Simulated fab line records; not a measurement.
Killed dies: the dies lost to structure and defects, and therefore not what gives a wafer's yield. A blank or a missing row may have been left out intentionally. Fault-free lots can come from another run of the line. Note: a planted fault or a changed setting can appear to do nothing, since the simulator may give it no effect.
Matching of chambers ; flow nand harc ; 4 sister chambers for NHARC_A_STAIRCASE_ALD_415 on ald hk-03
The step deposits SiO2, target thk 30 nm, pulse time 6 s, ald cycles 300. 8 wafers are shown with their chamber, then 12 later ones without.

== WAFERS PAIRED WITH THEIR CHAMBERS ==
wafer;chamber;heater power w (W);precursor pulse height rel
L084.2;1;427;1.010
L084.6;0;427;0.999
L087.4;2;442;0.999
L087.5;2;459;1.023
L087.6;3;535;0.978
L089.1;3;541;1.004
L089.2;0;412;0.997
L089.4;1;408;0.997

== WAFERS WHOSE CHAMBER IS MISSING ==
wafer;heater power w (W);precursor pulse height rel
L096.1;517;0.989
L096.3;440;0.978
L096.5;520;1.006
L096.2;431;0.992
L096.4;403;0.997
L096.6;437;1.037
L095.2;504;1.015
L095.4;434;1.010
L095.5;420;1.003
L097.1;515;0.979
L097.3;435;0.990
L097.5;430;1.006

== WHICH CHAMBER EACH WENT THROUGH ==
wafer;from the rows above;in truth
L096.1;3;3
L096.3;can't be placed: 0 or 2 or 1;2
L096.5;3;3
L096.2;can't be placed: 0 or 1 or 2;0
L096.4;can't be placed: 1 or 0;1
L096.6;can't be placed: 2 or 1 or 0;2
L095.2;can't be placed: 3 or 2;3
L095.4;can't be placed: 2 or 1 or 0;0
L095.5;can't be placed: 1 or 0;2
L097.1;3;3
L097.3;can't be placed: 0 or 1 or 2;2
L097.5;can't be placed: 0 or 1 or 2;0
Placed correctly: 3 of 12. These rows do not allow placing 9 (true chamber among the candidates in 8). Wrongly placed: 0.
How it was worked out, from the rows above alone: a wafer's distance from a chamber is the root of the sum, over the readings, of the square of ((its reading less the chamber's mean) divided by the reading's scatter). If the next closest chamber is less than 2 further off than the closest, the wafer can't be placed; otherwise it belongs to the closest. Each chamber's mean is taken over the wafers shown for it. The scatter: take each reading less its chamber's mean, square it, sum over the shown wafers, divide by the number of wafers less the number of chambers, and take the root.
